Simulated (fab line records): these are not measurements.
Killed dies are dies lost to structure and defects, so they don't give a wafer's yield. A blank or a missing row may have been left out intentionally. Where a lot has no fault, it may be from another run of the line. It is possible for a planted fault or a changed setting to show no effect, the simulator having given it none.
A lot that was struck, set against a sound lot | flow n5_finfet | 36 out of 1938 route steps
Sound: the wafers L442.2, L442.3, L442.5. Struck: wafers L458.1, L458.5, L458.6. The cause is given at the end.
For every step that has rows: the tool of each side, followed by ch and its chambers, followed by its first start. Under that, the readings that differ: sound wafers | struck wafers | difference of the means | sigmas: that difference in standard deviations of wafers without a fault.
alike: a reading whose means differ by less than 2 such deviations, as well as words and numbers matching on both sides. not compared: withheld readings; readings where some wafer has no value; bounds like >300 that might hide an equal value; numbers whose values overlap and for which the record gives no deviation.
Wherever a step has rows on one side only, a row that says differs or no value, or a row with sigmas, the two part there. Non-overlapping numbers with no deviation appear without sigmas and do not part them. A reading that every wafer of one side lacks parts them only if that side has two wafers or more.

first, 9 steps without rows for these wafers: N5_BEOL_M4_ANNEAL_95 (time 240 s); N5_BEOL_M4_SPUTTER_96 (material Cu, target thk 4.5 nm, time 8.29 s); N5_BEOL_M4_ECD_50 (material Cu, target thk 300 nm); N5_BEOL_M4_ANNEAL_51 (time 90 s); N5_BEOL_M4_CMP_52 (polishes, stops on SiOC, t overpolish 6.8 s, target thk 40 nm); N5_BEOL_M4_PRE_CLEAN_60 (time 15 s); N5_BEOL_M4_CO_CAP_55 (material Co, precursor CCTBA/H2, target thk 2 nm, time 102.1 s); N5_BEOL_M4_PRE_CLEAN_56 (time 15 s); N5_BEOL_M4_DEP_57 (deposits SiCN from 3MS/NH3, target thk 8 nm, time 14 s).
N5_BEOL_M4_RC_MEAS_101:
  sound on prober-01 ch 0, day 8 18:52; struck on prober-01 ch 0, day 12 16:50
  alike: DIBL_N, DIBL_P, IOFF_N, IOFF_P, ION_N, ION_P, SS_N, SS_P, VT_N, VT_P
then, 24 steps without rows for these wafers: N5_BEOL_M5_ILD_DEP_00 (deposits SiCOH lowk from DEMS/porogen, target thk 140.64 nm, time 25.9 s); N5_BEOL_M5_CURE_79 (cures SiCOH lowk, time 240 s); N5_BEOL_M5_PECVD_70 (deposits SiO2 from TEOS/O2, target thk 16 nm, time 18 s); N5_BEOL_M5_HM_DEP_02 (deposits TiN, target thk 20 nm); N5_BEOL_M5_COAT_59 (time 60 s, resist thk 60 nm); N5_BEOL_M5_COAT_60 (time 60 s, resist thk 12 nm); N5_BEOL_M5_COAT_71 (time 60 s, resist thk 5 nm); N5_BEOL_M5_COAT_05 (resist thk 30 nm); N5_BEOL_M5_EBR_07; N5_BEOL_M5_SOFTBAKE_06 (time 60 s); N5_BEOL_M5_EXPOSE_08 (exposes mask M5, target cd 28 nm); N5_BEOL_M5_PEB_09 (peb time 60 s); N5_BEOL_M5_DEVELOP_10 (develop time 30 s); N5_BEOL_M5_DESCUM_16 (chemistry O2, time 7 s); N5_BEOL_M5_ETCH_72 (etches underlayer in N2/H2, target depth 6.5 nm, time 5.2 s); N5_BEOL_M5_ETCH_61 (etches SiARC in CF4, target depth 15.6 nm, time 26 s); N5_BEOL_M5_ETCH_62 (etches SOC in N2/H2, target depth 75 nm, overetch 15 nm, time 112.5 s); N5_BEOL_M5_STRIP_63 (strips in N2/H2); N5_BEOL_M5_STRIP_73 (strips in N2/H2); N5_BEOL_M5_STRIP_64 (strips in CF4); N5_BEOL_M5_HM_OPEN_17 (chemistry Cl2/BCl3, target TiN, target depth 20 nm, overetch 6 nm); N5_BEOL_M5_STRIP_19 (strips in O2); N5_BEOL_M5_COAT_65 (time 60 s, resist thk 60 nm); N5_BEOL_M5_COAT_66 (time 60 s, resist thk 12 nm).
-- here the record skips 4 days between the struck wafers' starts before and after, leaving off in module BEOL_M5 and picking up in module PASSIVATION (first step shown: number 1930 of the route) --
N5_PASSIVATION_ETCH_54: etches SiO2 in CHF3/O2, target depth 880 nm, time 440 s.
  sound on rie_diel-04 ch 1,2,3, day 12 19:17; struck on rie_diel-04 ch 2,3, day 17 02:29
  no value came back on the struck wafers for any of 8 readings (CHF3_flow_sccm (sccm), O2_flow_sccm (sccm) and others); on the sound wafers CHF3_flow_sccm (sccm) reads 50.04 50.06 50.10
  not compared: rf_hours_counter_h
N5_PASSIVATION_PROBE_49:
  record: rows for the struck wafers here (prober-01, day 17 05:23), none for the sound ones

WHERE THEY PART
At N5_PASSIVATION_ETCH_54 first; at N5_PASSIVATION_PROBE_49 last (within this record only).

WHY: what had been put in by the simulator
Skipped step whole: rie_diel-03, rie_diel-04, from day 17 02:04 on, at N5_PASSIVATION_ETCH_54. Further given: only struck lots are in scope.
